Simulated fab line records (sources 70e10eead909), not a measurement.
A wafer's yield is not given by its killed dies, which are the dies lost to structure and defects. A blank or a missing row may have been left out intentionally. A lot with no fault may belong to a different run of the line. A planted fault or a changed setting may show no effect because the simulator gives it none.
fab line records | flow nandHarc | part 1 of 2: steps 1 to 4 of 6
record lots=22 wafers=66 lastDay=33
route steps=1302 shown A_ONON_D2@565 A_CHANNEL_HOLE_D2@589 A_STAIRCASE@668
lots with no fault: from the same line, run without faults
startH: hours from the record's first day to the start of the lot's first wafer shown | waitH: how many hours have passed since the lot's step before this one | " the same as in the row above | L1.1+2: one row covering several wafers at once | - no value present, or no start provided | * or withheld: withheld | < > ~ a bound
route shown NAME@n: names a module that has steps shown in the file, with the first one's number in the route | usual: the fault-free wafers' mean and standard deviation | same: alike in all rows | chamber/n: place in a boat | sites: per-site readings | _std_site: how widely they spread, as a standard deviation | _edge_site: outer sites' mean less inner sites' | radiusMm: how far each site lies from the wafer's centre | mask NAME#n: copy n | behind: the tool/chamber that last shaped the wafer | hold: why the lot was held/for how many hours/how that ended | device: the n, p or np transistor that did not switch | end of line: at the end of the route, the tests of the same wafers | a step without rows: its recipe alone | killed: count of dies lost to structure and defects at first sort (not the wafer's yield) | map: shows each die of a wafer: x if killed, . if not, _ if none is there
set.NAME: the setting that was run; set.NAME@STEP: the one run at that earlier step | model.NAME: the simulator's own value behind a step, which no gauge read
steps of the route over a sample of lots; a table a step, a row a wafer
services: when a tool's chamber went out of use (startH, in hours from the record's first day, below 0 if earlier), for how many hours, and the reason
## steps
# step NHARC_A_ONON_D2_THK_MEAS_30
# recipe thkMeasGauge=ellipsometry
# usual thkNm=1005/12
# columns lot.wafer tool chamber startH waitH thkNm
L074.4 filmMetro-02 - 283.41 - 1022
L074.5 " - " " 1020
L074.6 " - " " 1022
L076.1 filmMetro-02 - 315.36 - 977
L076.2 " - " " 977
L076.6 " - " " 977
L077.3 filmMetro-01 - 315.37 - 1014
L077.5 " - " " 1015
L077.6 " - " " 1014
L079.2 filmMetro-02 - 328.57 - 1006
L079.4 " - " " 1006
L079.5 " - " " 1007
L078.3 filmMetro-01 - 328.59 - 1008
L078.4 " - " " 1006
L078.5 " - " " 1006
L080.1 filmMetro-01 - 333.98 - 991
L080.2 " - " " 991
L080.3 " - " " 992
L081.1 filmMetro-02 - 359.99 - 1003
L081.3 " - " " 1002
L081.5 " - " " 1003
L082.3 filmMetro-01 - 360.01 - 1016
L082.4 " - " " 1015
L082.5 " - " " 1016
L084.2 filmMetro-02 - 390.76 - 1008
L084.4 " - " " 1007
L084.6 " - " " 1007
L083.3 filmMetro-01 - 390.77 - 980
L083.4 " - " " 982
L083.6 " - " " 982
L085.2 filmMetro-02 - 390.79 - 1018
L085.5 " - " " 1017
L085.6 " - " " 1018
L087.3 filmMetro-02 - 416.19 - 1009
L087.5 " - " " 1009
L087.6 " - " " 1006
L089.1 filmMetro-01 - 432.98 - 1005
L089.3 " - " " 1003
L089.5 " - " " 1004
L088.3 filmMetro-02 - 432.99 - 1000
L088.4 " - " " 1001
L088.5 " - " " 1001
L090.3 filmMetro-01 - 448.02 - 1010
L090.4 " - " " 1010
L090.6 " - " " 1012
L091.1 filmMetro-02 - 448.04 - 982
L091.2 " - " " 983
L091.4 " - " " 984
L092.1 filmMetro-01 - 465.73 - 1006
L092.3 " - " " 1008
L092.5 " - " " 1008
L093.4 filmMetro-02 - 477.88 - 995
L093.5 " - " " 997
L093.6 " - " " 994
L094.1 filmMetro-01 - 477.89 - 1023
L094.2 " - " " 1024
L094.3 " - " " 1022
L095.1 filmMetro-01 - 496.82 - 1002
L095.4 " - " " 1003
L095.6 " - " " 1002
L096.2 filmMetro-02 - 511.04 - 999
L096.5 " - " " 998
L096.6 " - " " 1001
L097.2 filmMetro-02 - 511.05 - 1006
L097.3 " - " " 1008
L097.5 " - " " 1008
# step NHARC_A_CHANNEL_HOLE_D2_ETCH_16
# recipe targetDepthA=31000 overEtchFrac=0.3 timeS=806 ionEnergyEv=150 o2FlowSccm=400 cosFlowSccm=20 arFlowSccm=0 rfW=500 biasW=300 chemistry=O2/COS
# usual drypumpMotorCurrentA=5.9/0.44 oesProductAu=1.004/0.011 rfVppV=314.5/1.8 showerheadPlenumPTorr=3.15/0.11 throttleValvePct=28.331/0.009
# same overEtchFrac=0.3
# columns lot.wafer tool chamber startH waitH drypumpMotorCurrentA oesProductAu rfHoursCounterH rfVppV showerheadPlenumPTorr throttleValvePct
L074.4 rieDiel-04 3 - - 5.4 1.015 5.9 316.3 3.16 28.323
L074.5 " 3 " " 5.4 1.012 - 313.6 3.16 28.341
L074.6 " 0 " " 5.8 1.022 - 315.6 3.13 28.317
L076.2 rieDiel-11 0 - - 6.8 1.010 3.7 314.6 3.24 28.340
L076.1 " 2 " " 5.9 1.014 4.1 315.9 3.34 28.329
L076.6 " 1 " " 5.9 1.015 - 314.9 3.23 28.315
L077.3 rieDiel-04 0 - - 5.8 1.004 7.3 313.3 3.13 28.326
L077.6 " 2 " " 5.7 0.998 - 312.6 2.94 28.326
L077.5 " 3 " " 5.4 1.010 - 315.1 3.16 28.323
L079.4 rieDiel-11 0 - - 6.8 1.009 4.7 316.4 3.24 28.321
L079.2 " 2 " " 5.9 1.017 4.7 317.8 3.34 28.333
L079.5 " 0 " " 6.8 1.007 - 315.8 3.24 28.334
L078.3 rieDiel-04 0 - - 5.8 1.011 8.4 312.3 3.13 28.320
L078.4 " 1 " " 6.2 0.984 9.1 312.5 3.03 28.331
L078.5 " 2 " " 5.7 1.007 - 311.2 2.94 28.337
L080.2 rieDiel-02 2 - - 5.4 0.992 4.9 314.8 3.21 28.341
L080.3 " 0 " " 5.5 0.987 7.4 318.3 3.29 28.326
L080.1 " 1 " " 6.4 0.996 6.0 313.0 3.09 28.318
L081.3 rieDiel-11 2 - - 5.9 1.016 6.2 318.7 3.34 28.331
L081.1 " 3 " " 5.8 0.995 6.2 314.6 3.14 28.340
L081.5 " 0 " " 6.8 0.989 - 316.3 3.24 28.337
L082.4 rieDiel-02 1 - - 6.4 0.996 8.4 312.4 3.09 28.328
L082.3 " 0 " " 5.5 1.009 9.7 315.9 3.29 28.323
L082.5 " 2 " " 5.4 0.978 - 314.0 3.21 28.340
L084.4 rieDiel-11 1 - - 5.9 1.014 8.3 315.8 3.23 28.318
L084.2 " 3 " " 5.8 0.989 7.5 313.9 3.14 28.341
L084.6 " 0 " " 6.8 1.014 - 316.4 3.24 28.324
L083.4 rieDiel-04 1 - - 6.2 0.978 1.6 312.1 3.03 28.341
L083.3 " 2 " " 5.8 1.000 1.4 312.3 2.94 28.338
L083.6 " 0 " " 5.8 0.981 - 316.1 3.13 28.319
L085.2 rieDiel-04 0 - - 5.8 0.995 2.6 314.3 3.13 28.325
L085.6 " 1 " " 6.2 0.990 - 312.1 3.03 28.316
L085.5 " 2 " " 5.7 1.002 - 310.1 2.94 28.334
L087.3 rieDiel-04 3 - - 5.4 1.012 4.2 314.6 3.15 28.337
L087.6 " 0 " " 5.8 1.011 - 314.7 3.12 28.330
L087.5 " 1 " " 6.2 0.980 - 312.3 3.03 28.347
L089.3 rieDiel-02 1 - - 6.4 1.008 2.3 312.1 3.08 28.318
L089.1 " 3 " " 5.1 0.997 2.4 316.8 3.25 28.337
L089.5 " 3 " " 5.1 0.996 - 315.9 3.25 28.331
L088.4 rieDiel-04 1 - - 6.2 0.991 6.4 311.3 3.03 28.336
L088.3 " 3 " " 5.3 1.019 5.5 313.7 3.15 28.335
L088.5 " 0 " " 5.7 1.015 - 314.0 3.12 28.334
L090.4 rieDiel-04 1 - - 6.2 0.997 7.4 313.5 3.03 28.348
L090.3 " 2 " " 5.7 1.020 6.5 311.2 2.94 28.351
L090.6 " 0 " " 5.7 1.009 - 314.6 3.12 28.334
L091.1 rieDiel-11 2 - - 5.9 0.998 1.0 315.9 3.34 28.331
L091.2 " 3 " " 5.8 0.992 1.1 314.3 3.13 28.329
L091.4 " 2 " " 5.9 0.996 - 316.7 3.34 28.327
L092.1 rieDiel-11 3 - - 5.8 1.000 2.7 316.0 3.13 28.316
L092.3 " 0 " " 6.8 1.016 2.8 315.4 3.24 28.326
L092.5 " 0 " " 6.8 1.020 - 315.0 3.24 28.322
L094.2 rieDiel-04 0 - - 5.8 1.000 9.5 314.6 3.12 28.346
L094.3 " 1 " " 6.2 1.004 8.5 312.5 3.03 28.335
L094.1 " 2 " " 5.8 1.002 8.0 311.9 2.94 28.336
L093.4 rieDiel-02 3 - - 5.2 0.996 4.4 315.3 3.25 28.338
L093.6 " 0 " " 5.5 0.997 - 316.7 3.29 28.330
L093.5 " 1 " " 6.4 1.015 - 314.3 3.08 28.328
L095.1 rieDiel-11 0 - - 6.8 1.012 3.5 314.9 3.24 28.327
L095.4 " 1 " " 6.0 1.017 1.6 316.2 3.23 28.329
L095.6 " 1 " " 5.9 1.008 - 316.1 3.23 28.314
L096.2 rieDiel-11 3 - - 5.8 0.993 4.9 313.7 3.13 28.346
L096.6 " 3 " " 5.8 0.995 - 314.1 3.13 28.322
L096.5 " 0 " " 6.8 1.014 - 315.1 3.24 28.321
L097.3 rieDiel-04 3 - - 5.4 1.000 10.7 316.2 3.15 28.337
L097.2 " 0 " " 5.8 0.993 11.4 315.0 3.12 28.331
L097.5 " 3 " " 5.4 1.004 - 314.5 3.15 28.323
# step NHARC_A_STAIRCASE_TRIM_12
# recipe timeS=211.2 o2FlowSccm=500 arFlowSccm=0 biasW=0 chemistry=O2
# usual drypumpMotorCurrentA=6.0/0.37 oesProductAu=0.999/0.0086 rfVppV=57.7/0.97 showerheadPlenumPTorr=3.51/0.11 throttleValvePct=17.036/0.0094
# columns lot.wafer tool chamber startH waitH drypumpMotorCurrentA oesProductAu rfHoursCounterH rfVppV showerheadPlenumPTorr throttleValvePct
L074.4 rieDiel-07 1 351.09 0.1 6.1 0.997 14 56.5 3.51 17.026
L074.6 " 2 " " 5.7 0.996 - 56.4 3.34 17.039
L074.5 " 3 " " 5.9 1.027 - 59.0 3.66 17.033
L076.1 rieDiel-07 2 380.28 0.1 5.7 0.994 21 56.2 3.34 17.037
L076.2 " 3 " " 5.9 1.011 20 58.5 3.66 17.044
L076.6 " 0 " " 5.1 0.992 - 56.9 3.50 17.032
L077.3 rieDiel-03 1 387.09 0.1 6.3 1.002 30 58.8 3.47 17.026
L077.6 " 3 " " 6.2 1.000 - 57.6 3.67 17.032
L077.5 " 0 " " 6.1 1.019 - 57.1 3.50 17.041
L079.4 rieDiel-01 2 396.06 0.1 6.0 0.991 0 57.3 3.42 17.027
L079.2 " 1 " " 6.5 0.989 0 59.9 3.44 17.033
L079.5 " 3 " " 6.5 0.994 - 58.3 3.54 17.032
L078.4 rieDiel-01 2 396.40 0.1 6.0 1.002 0 56.1 3.42 17.039
L078.3 " 1 " " 6.5 1.001 0 58.6 3.44 17.034
L078.5 " 2 " " 6.0 0.997 - 58.5 3.42 17.035
L080.3 rieDiel-01 1 402.74 0.1 6.5 1.004 3 56.8 3.44 17.037
L080.2 " 3 " " 6.5 0.985 3 59.0 3.54 17.020
L080.1 " 0 " " 5.7 0.991 3 58.0 3.53 17.036
L081.3 rieDiel-03 1 422.93 0.1 6.3 1.005 45 58.1 3.46 17.031
L081.1 " 3 " " 6.2 1.000 42 56.7 3.66 17.039
L081.5 " 1 " " 6.3 0.994 - 57.1 3.46 17.034
L082.3 rieDiel-01 3 423.35 0.1 6.5 1.000 8 56.5 3.54 17.032
L082.4 " 1 " " 6.5 0.996 8 57.6 3.44 17.052
L082.5 " 0 " " 5.7 0.993 - 58.3 3.53 17.037
L084.2 rieDiel-03 2 454.95 0.1 6.0 0.998 52 58.6 3.72 17.036
L084.4 " 0 " " 6.1 1.004 53 58.6 3.48 17.039
L084.6 " 2 " " 6.0 0.986 - 56.9 3.72 17.021
L083.3 rieDiel-01 2 455.37 0.1 6.0 1.009 20 58.3 3.41 17.030
L083.4 " 3 " " 6.5 1.008 18 56.9 3.53 17.047
L083.6 " 1 " " 6.5 1.008 - 57.8 3.43 17.026
L085.2 rieDiel-01 0 459.43 0.2 5.7 1.000 18 58.4 3.52 17.026
L085.6 " 3 " " 6.5 1.007 - 57.2 3.53 17.040
L085.5 " 0 " " 5.7 1.004 - 57.1 3.52 17.027
L087.3 rieDiel-07 1 482.46 0.1 6.0 0.988 0 55.5 3.49 17.037
L087.6 " 0 " " 5.1 0.985 - 55.9 3.48 17.020
L087.5 " 1 " " 6.0 0.988 - 59.2 3.49 17.033
L088.3 rieDiel-03 0 497.98 0.1 6.1 1.008 11 58.4 3.48 17.030
L088.4 " 1 " " 6.3 0.981 - 58.2 3.45 17.051
L088.5 " 2 " " 6.1 1.001 - 58.5 3.72 17.026
L089.3 rieDiel-07 3 498.14 0.1 5.9 1.006 4 58.8 3.63 17.054
L089.1 " 1 " " 6.0 0.992 3 57.0 3.49 17.048
L089.5 " 0 " " 5.2 0.992 - 57.7 3.48 17.048
L091.4 rieDiel-03 2 509.86 0.1 6.1 1.011 12 58.6 3.71 17.032
L091.2 " 0 " " 6.1 1.002 17 57.5 3.47 17.028
L091.1 " 1 " " 6.3 0.996 18 56.8 3.45 17.033
L090.4 rieDiel-07 2 510.02 0.1 5.7 1.001 9 58.8 3.31 17.036
L090.3 " 1 " " 6.1 0.995 8 58.8 3.49 17.045
L090.6 " 3 " " 5.9 1.004 - 56.5 3.63 17.030
L092.1 rieDiel-01 3 535.92 0.1 6.5 0.998 44 59.6 3.52 17.012
L092.3 " 1 " " 6.5 0.994 50 56.9 3.42 17.030
L092.5 " 3 " " 6.5 1.003 - 57.9 3.52 17.027
L093.4 rieDiel-07 0 541.86 0.1 5.1 1.003 19 56.8 3.47 17.030
L093.5 " 0 " " 5.1 0.991 - 57.5 3.47 17.041
L093.6 " 1 " " 6.0 0.993 - 58.7 3.48 17.034
L094.1 rieDiel-07 1 542.10 0.1 6.1 0.985 20 57.8 3.48 17.050
L094.2 " 2 " " 5.7 0.991 21 57.7 3.31 17.033
L094.3 " 3 " " 5.9 1.000 21 57.5 3.62 17.007
L095.1 rieDiel-07 2 561.96 0.1 5.7 1.004 26 57.0 3.30 17.045
L095.4 " 1 " " 6.0 0.984 25 57.6 3.48 17.024
L095.6 " 3 " " 5.9 1.003 - 58.9 3.62 17.035
L096.2 rieDiel-01 3 575.54 0.1 6.5 1.006 1 56.0 3.51 17.035
L096.5 " 0 " " 5.7 0.991 - 57.5 3.50 17.047
L096.6 " 1 " " 6.5 1.014 - 57.5 3.41 17.041
L097.2 rieDiel-03 1 575.74 0.1 6.3 0.993 40 58.5 3.43 17.044
L097.3 " 3 " " 6.2 0.998 32 59.1 3.64 17.034
L097.5 " 0 " " 6.1 1.011 - 58.1 3.46 17.035
# step NHARC_A_STAIRCASE_TRIM_16
# recipe timeS=211.2 o2FlowSccm=500 arFlowSccm=0 biasW=0 chemistry=O2
# usual drypumpMotorCurrentA=6.0/0.38 oesProductAu=1.001/0.0089 rfVppV=57.7/0.92 showerheadPlenumPTorr=3.51/0.11 throttleValvePct=17.036/0.0099
# columns lot.wafer tool chamber startH waitH drypumpMotorCurrentA oesProductAu rfHoursCounterH rfVppV showerheadPlenumPTorr throttleValvePct
L074.4 rieDiel-07 1 - - 6.1 0.993 15 58.1 3.51 17.026
L074.5 " 1 " " 6.0 0.993 - 57.4 3.51 17.035
L074.6 " 2 " " 5.7 0.992 - 57.7 3.34 17.050
L076.1 rieDiel-07 0 - - 5.1 0.992 24 57.2 3.50 17.022
L076.2 " 3 " " 5.9 1.015 20 59.7 3.66 17.031
L076.6 " 1 " " 6.0 1.004 - 58.0 3.51 17.031
L077.3 rieDiel-03 1 - - 6.3 0.991 31 58.6 3.47 17.033
L077.5 " 2 " " 6.1 0.994 - 59.2 3.73 17.041
L077.6 " 3 " " 6.2 0.999 - 58.7 3.67 17.021
L079.2 rieDiel-01 0 - - 5.7 1.009 0 56.3 3.53 17.049
L079.4 " 3 " " 6.5 1.002 1 57.4 3.54 17.037
L079.5 " 0 " " 5.7 1.007 - 59.6 3.53 17.030
L078.4 rieDiel-01 3 - - 6.5 0.992 1 58.0 3.54 17.055
L078.3 " 0 " " 5.7 0.992 1 57.9 3.53 17.037
L078.5 " 0 " " 5.7 0.987 - 59.0 3.53 17.025
L080.1 rieDiel-01 2 - - 6.0 0.989 3 57.8 3.42 17.016
L080.2 " 3 " " 6.5 0.998 3 57.1 3.54 17.030
L080.3 " 0 " " 5.7 0.989 3 56.9 3.53 17.038
L081.1 rieDiel-03 1 - - 6.3 0.996 45 57.1 3.46 17.027
L081.3 " 3 " " 6.2 0.999 43 58.2 3.66 17.050
L081.5 " 0 " " 6.1 1.020 - 56.3 3.49 17.048
L082.4 rieDiel-01 3 - - 6.6 1.004 8 57.1 3.54 17.039
L082.3 " 1 " " 6.5 1.006 8 58.1 3.44 17.046
L082.5 " 3 " " 6.5 1.007 - 57.8 3.54 17.031
L084.4 rieDiel-03 3 - - 6.2 1.004 49 58.0 3.66 17.044
L084.2 " 0 " " 6.1 1.021 53 56.6 3.48 17.039
L084.6 " 1 " " 6.3 1.008 - 59.9 3.46 17.046
L083.3 rieDiel-01 0 - - 5.7 0.990 16 59.3 3.52 17.046
L083.4 " 3 " " 6.5 1.016 18 56.4 3.53 17.052
L083.6 " 0 " " 5.7 0.994 - 57.3 3.52 17.039
L085.2 rieDiel-01 1 - - 6.5 0.999 21 56.2 3.43 17.035
L085.6 " 3 " " 6.5 1.000 - 59.3 3.53 17.027
L085.5 " 0 " " 5.6 1.006 - 56.3 3.52 17.054
L087.3 rieDiel-07 2 - - 5.7 1.007 0 56.5 3.32 17.059
L087.6 " 0 " " 5.1 0.998 - 58.0 3.48 17.024
L087.5 " 1 " " 6.0 0.992 - 58.0 3.49 17.030
L088.3 rieDiel-03 0 - - 6.0 1.018 11 57.4 3.48 17.051
L088.4 " 1 " " 6.3 0.984 - 58.0 3.45 17.043
L088.5 " 2 " " 6.0 1.020 - 56.8 3.72 17.050
L089.3 rieDiel-07 0 - - 5.1 1.011 4 57.9 3.48 17.043
L089.1 " 1 " " 6.0 0.988 3 58.5 3.49 17.017
L089.5 " 0 " " 5.1 1.003 - 57.7 3.48 17.047
L091.1 rieDiel-03 2 - - 6.1 1.024 12 59.7 3.71 17.027
L091.4 " 0 " " 6.1 1.005 17 57.0 3.47 17.028
L091.2 " 1 " " 6.3 0.985 18 58.0 3.45 17.031
L090.4 rieDiel-07 2 - - 5.7 1.011 9 56.2 3.31 17.037
L090.3 " 0 " " 5.1 1.008 9 57.5 3.47 17.028
L090.6 " 2 " " 5.7 1.000 - 57.0 3.31 17.040
L092.3 rieDiel-01 3 - - 6.5 1.002 45 58.9 3.52 17.051
L092.1 " 0 " " 5.7 0.990 44 56.2 3.51 17.042
L092.5 " 2 " " 6.0 1.002 - 57.2 3.39 17.045
L093.4 rieDiel-07 2 - - 5.7 1.007 21 57.4 3.31 17.040
L093.6 " 3 " " 5.9 1.004 - 58.5 3.62 17.049
L093.5 " 0 " " 5.1 1.001 - 57.3 3.47 17.040
L094.1 rieDiel-07 3 - - 5.9 1.014 21 58.4 3.62 17.022
L094.3 " 1 " " 6.1 0.988 20 58.0 3.48 17.025
L094.2 " 2 " " 5.6 1.009 22 56.5 3.30 17.016
L095.1 rieDiel-07 2 - - 5.6 1.001 26 56.6 3.30 17.040
L095.4 " 3 " " 5.9 0.999 26 58.5 3.62 17.036
L095.6 " 3 " " 5.9 0.996 - 57.9 3.62 17.039
L096.2 rieDiel-01 1 - - 6.5 1.025 1 57.0 3.41 17.041
L096.6 " 0 " " 5.7 0.987 - 58.8 3.50 17.029
L096.5 " 1 " " 6.5 1.017 - 57.8 3.41 17.038
L097.2 rieDiel-03 2 - - 6.1 1.010 35 59.4 3.70 17.030
L097.3 " 3 " " 6.2 0.994 32 57.7 3.64 17.025
L097.5 " 2 " " 6.0 1.009 - 58.4 3.70 17.025
